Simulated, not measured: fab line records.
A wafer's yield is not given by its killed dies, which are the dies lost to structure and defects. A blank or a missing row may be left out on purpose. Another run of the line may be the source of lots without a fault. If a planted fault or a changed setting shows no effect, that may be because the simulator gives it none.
Which tool is to blame?	flow n5 finfet	24 lots with 72 wafers sampled at 6 steps, on a route of 1938 steps

## WHAT THE GAUGES READ, wafer by wafer
No reading from a measuring or inspecting step in the record can be judged against a usual standard deviation.

## TOOL THAT RAN EACH LOT (tool first, then ch and the chambers of the sampled wafers, then the start)
lot	N5_HKMG_FIN_ALD_36	N5_HKMG_FIN_CMP_23	N5_GATE_CUT_STRIP_59	N5_GATE_CUT_CUT_ETCH_54	N5_GATE_CUT_VAPOR_ETCH_51	N5_GATE_CUT_CMP_23
L074	ald metal-01 ch 0,1,2, day 4 02:26	cmp-01 ch 0,1,2, day 4 07:19	rie diel-05 ch 0,2,3, day 4 08:27	rie metal-02 ch 0,1, day 4 12:18	rie metal-02 ch 0,1, day 4 12:29	cmp-01 ch 1,2,3, day 4 14:33
L075	ald metal-02 ch 0,3, day 4 11:17	cmp-04 ch 0,1,3, day 4 16:30	rie diel-05 ch 2,3, day 4 17:34	rie metal-03 ch 0,1, day 4 21:50	rie metal-03 ch 0,1, day 4 22:01	cmp-04 ch 1,3, day 4 23:50
L076	ald metal-01 ch 0,1,3, day 4 18:56	cmp-01 ch 0,2,3, day 5 00:01	rie diel-04 ch 1,2,3, day 5 01:12	rie metal-02 ch 0,1, day 5 05:27	rie metal-02 ch 0,1, day 5 05:37	cmp-02 ch 0,2,3, day 5 07:41
L077	ald metal-01 ch 0,1,2, day 5 01:37	cmp-01 ch 0,1,3, day 5 07:08	rie diel-05 ch 1,3, day 5 08:11	rie metal-03 ch 0,1, day 5 12:17	rie metal-03 ch 0,1, day 5 12:27	cmp-01 ch 0,3, day 5 14:08
L078	ald metal-01 ch 0,1,2, day 5 02:38	cmp-03 ch 0,2,3, day 5 07:55	rie diel-05 ch 1,2,3, day 5 08:56	rie metal-03 ch 0,1, day 5 13:34	rie metal-03 ch 0,1, day 5 13:44	cmp-04 ch 2,3, day 5 15:26
L079	ald metal-01 ch 0,3, day 5 09:46	cmp-03 ch 0,2,3, day 5 14:55	rie diel-05 ch 2,3, day 5 15:55	rie metal-01 ch 0,1, day 5 19:40	rie metal-01 ch 0,1, day 5 19:50	cmp-04 ch 2,3, day 5 21:32
L080	ald metal-01 ch 0,1, day 5 14:59	cmp-03 ch 2,3, day 5 20:30	rie diel-05 ch 1,2,3, day 5 21:40	rie metal-01 ch 0,1, day 6 01:24	rie metal-01 ch 0,1, day 6 01:35	cmp-04 ch 0,1,3, day 6 03:46
L081	ald metal-01 ch 0,1,3, day 6 00:30	cmp-01 ch 0,2,3, day 6 05:31	rie diel-01 ch 1,2,3, day 6 06:39	rie metal-01 ch 1, day 6 10:42	rie metal-01 ch 1, day 6 10:53	cmp-02 ch 0,1,2, day 6 12:40
L082	ald metal-04 ch 0,1,3, day 6 06:59	cmp-03 ch 1,2,3, day 6 11:55	rie diel-04 ch 1,2,3, day 6 13:04	rie metal-01 ch 0,1, day 6 16:55	rie metal-01 ch 0,1, day 6 17:05	cmp-02 ch 1,3, day 6 18:52
L083	ald metal-04 ch 0,2,3, day 6 13:31	cmp-04 ch 1,2,3, day 6 18:49	rie diel-04 ch 0,3, day 6 20:08	rie metal-02 ch 0,1, day 7 00:00	rie metal-02 ch 0,1, day 7 00:11	cmp-04 ch 2,3, day 7 02:25
L084	ald metal-04 ch 0,1, day 6 16:22	cmp-03 ch 0,2, day 6 21:25	rie diel-05 ch 0,1,3, day 6 22:32	rie metal-02 ch 0,1, day 7 02:23	rie metal-02 ch 0,1, day 7 02:34	cmp-04 ch 2,3, day 7 04:16
L085	ald metal-04 ch 1,2, day 7 00:01	cmp-01 ch 0,1,3, day 7 05:16	rie diel-01 ch 2,3, day 7 06:42	rie metal-02 ch 0,1, day 7 10:42	rie metal-02 ch 0,1, day 7 10:53	cmp-02 ch 0,1, day 7 13:06
L086	ald metal-02 ch 0,1,3, day 7 03:10	cmp-03 ch 0,1,3, day 7 08:05	rie diel-01 ch 2,3, day 7 09:13	rie metal-02 ch 0,1, day 7 13:11	rie metal-02 ch 0,1, day 7 13:22	cmp-01 ch 0,2,3, day 7 15:03
L087	ald metal-02 ch 0,1, day 7 10:54	cmp-01 ch 2,3, day 7 16:14	rie diel-05 ch 0,2,3, day 7 17:18	rie metal-01 ch 0,1, day 7 21:11	rie metal-01 ch 0,1, day 7 21:22	cmp-02 ch 1,3, day 7 23:05
L088	ald metal-02 ch 0,1,2, day 7 15:04	cmp-03 ch 0,3, day 7 20:21	rie diel-01 ch 1,2, day 7 21:41	rie metal-02 ch 0,1, day 8 02:29	rie metal-02 ch 0,1, day 8 02:40	cmp-04 ch 0,1, day 8 04:20
L089	ald metal-02 ch 0,1,2, day 7 19:45	cmp-01 ch 0,2,3, day 8 00:39	rie diel-05 ch 0,2,3, day 8 01:50	rie metal-02 ch 0,1, day 8 05:39	rie metal-02 ch 0,1, day 8 05:50	cmp-04 ch 0,2,3, day 8 07:47
L090	ald metal-04 ch 0,3, day 8 02:17	cmp-01 ch 1,2, day 8 07:28	rie diel-01 ch 1,2,3, day 8 08:31	rie metal-03 ch 0,1, day 8 12:21	rie metal-03 ch 0,1, day 8 12:32	cmp-04 ch 0,3, day 8 14:14
L091	ald metal-01 ch 1,2,3, day 8 07:08	cmp-03 ch 2,3, day 8 12:05	rie diel-05 ch 0,1, day 8 13:14	rie metal-02 ch 0,1, day 8 17:56	rie metal-02 ch 0,1, day 8 18:06	cmp-02 ch 0,1,3, day 8 20:04
L092	ald metal-04 ch 1,3, day 8 14:17	cmp-01 ch 1,2,3, day 8 19:23	rie diel-01 ch 0,1,2, day 8 20:25	rie metal-02 ch 0,1, day 9 00:16	rie metal-02 ch 0,1, day 9 00:26	cmp-04 ch 1,3, day 9 02:10
L093	ald metal-02 ch 0,1,2, day 8 19:52	cmp-03 ch 0,3, day 9 00:58	rie diel-04 ch 0,2,3, day 9 02:01	rie metal-03 ch 0,1, day 9 05:50	rie metal-03 ch 0,1, day 9 06:00	cmp-02 ch 0,3, day 9 07:49
L094	ald metal-02 ch 1,2, day 9 04:31	cmp-01 ch 0,1,3, day 9 09:29	rie diel-04 ch 1,2, day 9 10:33	rie metal-03 ch 0,1, day 9 14:22	rie metal-03 ch 0,1, day 9 14:32	cmp-04 ch 0,2,3, day 9 16:19
L095	ald metal-02 ch 1,2,3, day 9 07:03	cmp-04 ch 1,2,3, day 9 12:07	rie diel-04 ch 0,1,2, day 9 13:15	rie metal-02 ch 0,1, day 9 17:11	rie metal-02 ch 0,1, day 9 17:22	cmp-01 ch 0,1,3, day 9 19:09
L096	ald metal-04 ch 0,1,3, day 9 13:18	cmp-04 ch 0,1,2, day 9 18:10	rie diel-04 ch 0,1,3, day 9 19:18	rie metal-02 ch 0,1, day 9 23:07	rie metal-02 ch 0,1, day 9 23:18	cmp-01 ch 1,2,3, day 10 01:03
L097	ald metal-02 ch 0,2,3, day 9 18:23	cmp-01 ch 1,2,3, day 9 23:35	rie diel-04 ch 0,1, day 10 00:29	rie metal-02 ch 0,1, day 10 04:41	rie metal-02 ch 0,1, day 10 04:52	cmp-02 ch 1,2,3, day 10 06:40
- N5_HKMG_FIN_ALD_36: deposits TiN, target thk 1 nm, pulse time 1 s, purge time 3 s.
- N5_HKMG_FIN_CMP_23: polishes, stops on SiNx, t overpolish 10 s, target thk 46.326 nm.
- N5_GATE_CUT_STRIP_59: strips in N2/H2, time 20 s.
- N5_GATE_CUT_CUT_ETCH_54: etches TiN in Cl2/BCl3, target depth 96.7 nm.
- N5_GATE_CUT_VAPOR_ETCH_51: etches HfO2 in BCl3/Cl2.
- N5_GATE_CUT_CMP_23: polishes, stops on SiO2, t overpolish 23.4 s, target thk 16 nm.

## AS READ BY THE TOOLS THEMSELVES (means over the sampled wafers that have a number; for cases with no such wafer, the mark the record gives instead)
N5_HKMG_FIN_ALD_36.
lot	tool	chamber pressure Torr (Torr)	heater power w (W)	precursor pulse height rel
L074	ald metal-01	3.000	798	1.020
L075	ald metal-02	3.004	946	1.005
L076	ald metal-01	2.995	858	0.980
L077	ald metal-01	2.996	798	1.004
L078	ald metal-01	3.006	789	0.999
L079	ald metal-01	3.000	933	1.004
L080	ald metal-01	2.994	809	0.995
L081	ald metal-01	3.001	868	0.993
L082	ald metal-04	3.000	914	1.004
L083	ald metal-04	2.996	895	0.996
L084	ald metal-04	3.004	884	0.993
L085	ald metal-04	2.994	810	0.983
L086	ald metal-02	3.001	921	1.019
L087	ald metal-02	2.998	978	0.982
L088	ald metal-02	3.003	906	1.003
L089	ald metal-02	3.000	894	0.995
L090	ald metal-04	3.001	925	0.995
L091	ald metal-01	2.999	826	0.998
L092	ald metal-04	2.993	881	1.009
L093	ald metal-02	2.999	905	1.002
L094	ald metal-02	3.008	824	1.002
L095	ald metal-02	3.000	841	0.984
L096	ald metal-04	3.000	904	1.000
L097	ald metal-02	3.001	926	1.002

N5_HKMG_FIN_CMP_23.
lot	tool	motor current A (A)	overpolish run s (s)	time to endpoint s (s)
L074	cmp-01	13.1	10.001	13.1
L075	cmp-04	11.9	9.993	11.6
L076	cmp-01	13.3	10.001	12.8
L077	cmp-01	11.6	9.996	11.3
L078	cmp-03	11.8	9.995	14.7
L079	cmp-03	11.9	9.989	10.7
L080	cmp-03	11.5	9.990	13.9
L081	cmp-01	12.9	9.994	8.4
L082	cmp-03	11.4	9.997	13.6
L083	cmp-04	12.4	10.003	10.6
L084	cmp-03	11.6	10.006	12.0
L085	cmp-01	12.0	10.000	7.7
L086	cmp-03	11.3	10.007	12.3
L087	cmp-01	13.1	10.002	12.3
L088	cmp-03	11.8	10.000	12.3
L089	cmp-01	13.7	10.012	9.6
L090	cmp-01	11.9	10.008	12.0
L091	cmp-03	11.6	10.000	13.9
L092	cmp-01	11.9	10.005	11.8
L093	cmp-03	11.4	9.998	9.0
L094	cmp-01	11.7	10.013	11.4
L095	cmp-04	12.0	10.005	13.3
L096	cmp-04	11.1	9.997	13.5
L097	cmp-01	12.3	9.995	11.2

N5_GATE_CUT_STRIP_59.
lot	tool	chamber pressure mTorr (mTorr)	drypump motor current A (A)	oes product au (a.u.)	rf vpp V (V)	showerhead plenum p Torr (Torr)	throttle valve pct (%)
L074	rie diel-05	100.02	5.1	0.82	44.9	3.36	12.11
L075	rie diel-05	99.87	5.2	0.88	45.5	3.28	11.97
L076	rie diel-04	99.99	5.7	0.82	45.1	3.31	12.19
L077	rie diel-05	100.10	5.3	0.91	45.8	3.39	12.07
L078	rie diel-05	99.97	5.5	0.87	45.0	3.37	12.08
L079	rie diel-05	99.96	5.3	0.83	44.2	3.26	12.01
L080	rie diel-05	100.01	5.5	0.87	44.9	3.37	12.09
L081	rie diel-01	99.99	5.9	0.85	46.0	3.42	12.06
L082	rie diel-04	100.00	5.7	0.80	45.6	3.30	12.23
L083	rie diel-04	99.90	5.8	0.71	44.8	3.36	12.59
L084	rie diel-05	99.89	5.2	0.83	46.2	3.46	12.23
L085	rie diel-01	100.03	5.5	0.88	45.3	3.40	11.98
L086	rie diel-01	99.96	5.5	0.88	45.5	3.40	11.98
L087	rie diel-05	100.05	5.1	0.80	45.4	3.35	12.17
L088	rie diel-01	99.95	5.8	0.77	45.6	3.47	12.20
L089	rie diel-05	99.99	5.1	0.79	44.8	3.35	12.17
L090	rie diel-01	100.04	5.9	0.83	44.7	3.41	12.09
L091	rie diel-05	99.94	5.5	0.83	45.4	3.55	12.37
L092	rie diel-01	100.01	5.8	0.75	44.9	3.47	12.38
L093	rie diel-04	100.03	5.7	0.72	45.3	3.31	12.41
L094	rie diel-04	100.04	5.6	0.82	45.4	3.27	12.10
L095	rie diel-04	100.01	5.7	0.78	45.3	3.29	12.26
L096	rie diel-04	100.01	5.8	0.75	45.4	3.33	12.47
L097	rie diel-04	100.03	5.8	0.80	44.8	3.31	12.30

N5_GATE_CUT_CUT_ETCH_54.
lot	tool	chamber pressure mTorr (mTorr)	drypump motor current A (A)	etch rf on time s (s)	oes product au (a.u.)	throttle valve pct (%)
L074	rie metal-02	10.003	5.4	36.2	0.67	22.15
L075	rie metal-03	10.000	5.4	35.9	0.70	22.34
L076	rie metal-02	9.998	5.4	36.5	0.66	22.17
L077	rie metal-03	10.001	5.7	36.0	0.65	22.21
L078	rie metal-03	9.999	5.7	36.2	0.65	22.23
L079	rie metal-01	9.996	5.2	35.8	0.78	22.06
L080	rie metal-01	10.000	5.4	36.3	0.76	21.98
L081	rie metal-01	9.995	5.7	36.8	0.74	21.90
L082	rie metal-01	10.004	5.1	36.0	0.77	22.07
L083	rie metal-02	10.003	5.9	36.0	0.75	22.24
L084	rie metal-02	9.999	5.9	36.1	0.74	22.24
L085	rie metal-02	9.996	5.3	36.6	0.64	22.17
L086	rie metal-02	9.992	5.9	36.1	0.73	22.25
L087	rie metal-01	10.000	5.2	35.9	0.76	22.07
L088	rie metal-02	9.997	5.9	36.5	0.72	22.26
L089	rie metal-02	10.001	5.3	36.8	0.64	22.18
L090	rie metal-03	10.003	5.4	36.0	0.70	22.35
L091	rie metal-02	9.996	5.9	36.6	0.72	22.27
L092	rie metal-02	10.000	5.4	36.6	0.64	22.19
L093	rie metal-03	10.007	5.7	36.2	0.64	22.23
L094	rie metal-03	10.005	5.4	36.4	0.68	22.37
L095	rie metal-02	10.007	5.9	36.6	0.72	22.27
L096	rie metal-02	10.000	5.3	36.6	0.63	22.19
L097	rie metal-02	9.999	5.4	36.8	0.63	22.19

N5_GATE_CUT_VAPOR_ETCH_51.
lot	tool	drypump motor current A (A)	oes product au (a.u.)
L074	rie metal-02	5.3	0.73
L075	rie metal-03	5.4	0.78
L076	rie metal-02	5.4	0.73
L077	rie metal-03	5.7	0.71
L078	rie metal-03	5.7	0.71
L079	rie metal-01	5.2	0.85
L080	rie metal-01	5.4	0.84
L081	rie metal-01	5.7	0.83
L082	rie metal-01	5.2	0.85
L083	rie metal-02	5.8	0.82
L084	rie metal-02	5.9	0.82
L085	rie metal-02	5.4	0.70
L086	rie metal-02	5.8	0.80
L087	rie metal-01	5.2	0.83
L088	rie metal-02	5.9	0.80
L089	rie metal-02	5.4	0.70
L090	rie metal-03	5.4	0.76
L091	rie metal-02	5.9	0.79
L092	rie metal-02	5.3	0.69
L093	rie metal-03	5.7	0.69
L094	rie metal-03	5.4	0.75
L095	rie metal-02	5.9	0.78
L096	rie metal-02	5.4	0.69
L097	rie metal-02	5.3	0.69

N5_GATE_CUT_CMP_23.
lot	tool	motor current A (A)	overpolish run s (s)	time to endpoint s (s)
L074	cmp-01	9.0	23.396	19.9
L075	cmp-04	8.7	23.404	21.7
L076	cmp-02	10.5	23.407	20.2
L077	cmp-01	9.1	23.391	19.0
L078	cmp-04	10.1	23.404	22.4
L079	cmp-04	10.2	23.404	19.5
L080	cmp-04	8.8	23.396	18.2
L081	cmp-02	9.7	23.400	18.0
L082	cmp-02	9.8	23.407	18.7
L083	cmp-04	10.3	23.399	19.3
L084	cmp-04	9.6	23.397	20.7
L085	cmp-02	9.8	23.394	18.4
L086	cmp-01	9.9	23.406	16.3
L087	cmp-02	9.5	23.400	18.5
L088	cmp-04	8.3	23.401	17.2
L089	cmp-04	9.4	23.404	16.6
L090	cmp-04	9.4	23.404	18.4
L091	cmp-02	10.0	23.394	18.7
L092	cmp-04	8.7	23.394	19.2
L093	cmp-02	10.9	23.405	18.2
L094	cmp-04	9.3	23.394	17.6
L095	cmp-01	8.6	23.396	15.6
L096	cmp-01	8.9	23.393	18.9
L097	cmp-02	9.4	23.410	19.9

## THE ANSWER, worked out from the rows above alone
Rule: usual is defined by the lots themselves. The widest of any qualifying gaps counts: lots, ordered by their means at a reading, are off when they make up no more than a third of the lots, leave a main group of 4 or more, and stand apart from it by 3 or more times the standard deviation of that group's means. The tables above print the reading to a certain number of digits; a main group whose means all agree to those digits is not used. Also off: a lot with no number at a reading for which 4 or more lots have one. Any other lot the step has rows for is counted as sound. After the gauges, taken in route order, come the tools' own readings; for these a lot's mean is taken, as printed above. The first step at which some lot is off is used, and at that step the reading that is off furthest; a lot without a number counts as furthest.
None of the lots is off at any reading shown; this tells nothing.

## WHAT THE SIMULATOR PUT IN
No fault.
